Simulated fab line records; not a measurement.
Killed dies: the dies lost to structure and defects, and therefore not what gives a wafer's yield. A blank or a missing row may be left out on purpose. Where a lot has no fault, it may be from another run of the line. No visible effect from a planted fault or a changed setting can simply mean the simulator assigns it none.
Matching of chambers :: flow n5_finfet :: 4 sister chambers for N5_BEOL_M4_STRIP_19 on rie_diel-06
The step strips in O2. 14 wafers are shown with their chamber, then 7 later ones without.

## WAFERS PAIRED WITH THEIR CHAMBERS
wafer: L075.2
chamber: 0
showerhead_plenum_p_Torr (Torr): 2.10
drypump_motor_current_A (A): 6.4
throttle_valve_pct (%): 16.44

wafer: L075.3
chamber: 1
showerhead_plenum_p_Torr (Torr): 2.04
drypump_motor_current_A (A): 5.8
throttle_valve_pct (%): 16.52

wafer: L075.6
chamber: 2
showerhead_plenum_p_Torr (Torr): 2.09
drypump_motor_current_A (A): 4.9
throttle_valve_pct (%): 16.76

wafer: L078.2
chamber: 3
showerhead_plenum_p_Torr (Torr): 2.20
drypump_motor_current_A (A): 6.4
throttle_valve_pct (%): 16.65

wafer: L078.3
chamber: 0
showerhead_plenum_p_Torr (Torr): 2.09
drypump_motor_current_A (A): 6.4
throttle_valve_pct (%): 16.46

wafer: L078.5
chamber: 3
showerhead_plenum_p_Torr (Torr): 2.20
drypump_motor_current_A (A): 6.4
throttle_valve_pct (%): 16.65

wafer: L079.1
chamber: 0
showerhead_plenum_p_Torr (Torr): 2.09
drypump_motor_current_A (A): 6.4
throttle_valve_pct (%): 16.46

wafer: L079.5
chamber: 1
showerhead_plenum_p_Torr (Torr): 2.04
drypump_motor_current_A (A): 5.8
throttle_valve_pct (%): 16.54

wafer: L079.6
chamber: 2
showerhead_plenum_p_Torr (Torr): 2.09
drypump_motor_current_A (A): 4.9
throttle_valve_pct (%): 16.78

wafer: L082.2
chamber: 2
showerhead_plenum_p_Torr (Torr): 2.09
drypump_motor_current_A (A): 4.9
throttle_valve_pct (%): 16.79

wafer: L082.3
chamber: 1
showerhead_plenum_p_Torr (Torr): 2.04
drypump_motor_current_A (A): 5.7
throttle_valve_pct (%): 16.54

wafer: L082.4
chamber: 3
showerhead_plenum_p_Torr (Torr): 2.20
drypump_motor_current_A (A): 6.4
throttle_valve_pct (%): 16.64

wafer: L084.3
chamber: 0
showerhead_plenum_p_Torr (Torr): 2.09
drypump_motor_current_A (A): 6.4
throttle_valve_pct (%): 16.46

wafer: L084.4
chamber: 1
showerhead_plenum_p_Torr (Torr): 2.04
drypump_motor_current_A (A): 5.7
throttle_valve_pct (%): 16.56

SIGNATURES, as means of the wafers listed above
reading: showerhead_plenum_p_Torr
chamber 0: 2.0925
chamber 1: 2.0400
chamber 2: 2.0900
chamber 3: 2.2000
scatter within a chamber: 0.00274

reading: drypump_motor_current_A
chamber 0: 6.400
chamber 1: 5.750
chamber 2: 4.900
chamber 3: 6.400
scatter within a chamber: 0.0316

reading: throttle_valve_pct
chamber 0: 16.4550
chamber 1: 16.5400
chamber 2: 16.7767
chamber 3: 16.6467
scatter within a chamber: 0.0128
Rule: a wafer's distance from a chamber is the root of the sum, over the readings, of the square of ((its reading less the chamber's mean) divided by the reading's scatter). The wafer belongs to the nearest chamber; if the next one is less than 2 further off, it can't be placed. The scatter: the root of (the sum of the squares of (reading less its chamber's mean) over the shown wafers, divided by (wafers less chambers)).

## WAFERS WITHOUT THEIR CHAMBER
wafer: L084.6
showerhead_plenum_p_Torr (Torr): 2.04
drypump_motor_current_A (A): 5.8
throttle_valve_pct (%): 16.57

wafer: L094.2
showerhead_plenum_p_Torr (Torr): 2.19
drypump_motor_current_A (A): 6.4
throttle_valve_pct (%): 16.69

wafer: L094.3
showerhead_plenum_p_Torr (Torr): 2.08
drypump_motor_current_A (A): 6.4
throttle_valve_pct (%): 16.51

wafer: L094.6
showerhead_plenum_p_Torr (Torr): 2.03
drypump_motor_current_A (A): 5.8
throttle_valve_pct (%): 16.60

wafer: L095.2
showerhead_plenum_p_Torr (Torr): 2.03
drypump_motor_current_A (A): 5.7
throttle_valve_pct (%): 16.62

wafer: L095.5
showerhead_plenum_p_Torr (Torr): 2.19
drypump_motor_current_A (A): 6.4
throttle_valve_pct (%): 16.72

wafer: L095.6
showerhead_plenum_p_Torr (Torr): 2.08
drypump_motor_current_A (A): 4.9
throttle_valve_pct (%): 16.39

## CHAMBER TAKEN BY EACH
wafer: L084.6
from the rows above: 1
in truth: 1

wafer: L094.2
from the rows above: 3
in truth: 3

wafer: L094.3
from the rows above: 0
in truth: 0

wafer: L094.6
from the rows above: 1
in truth: 1

wafer: L095.2
from the rows above: 1
in truth: 1

wafer: L095.5
from the rows above: 3
in truth: 3

wafer: L095.6
from the rows above: 2
in truth: 2
7 of 7 placed correctly. Can't be placed from these rows: 0. Placed wrongly: 0.
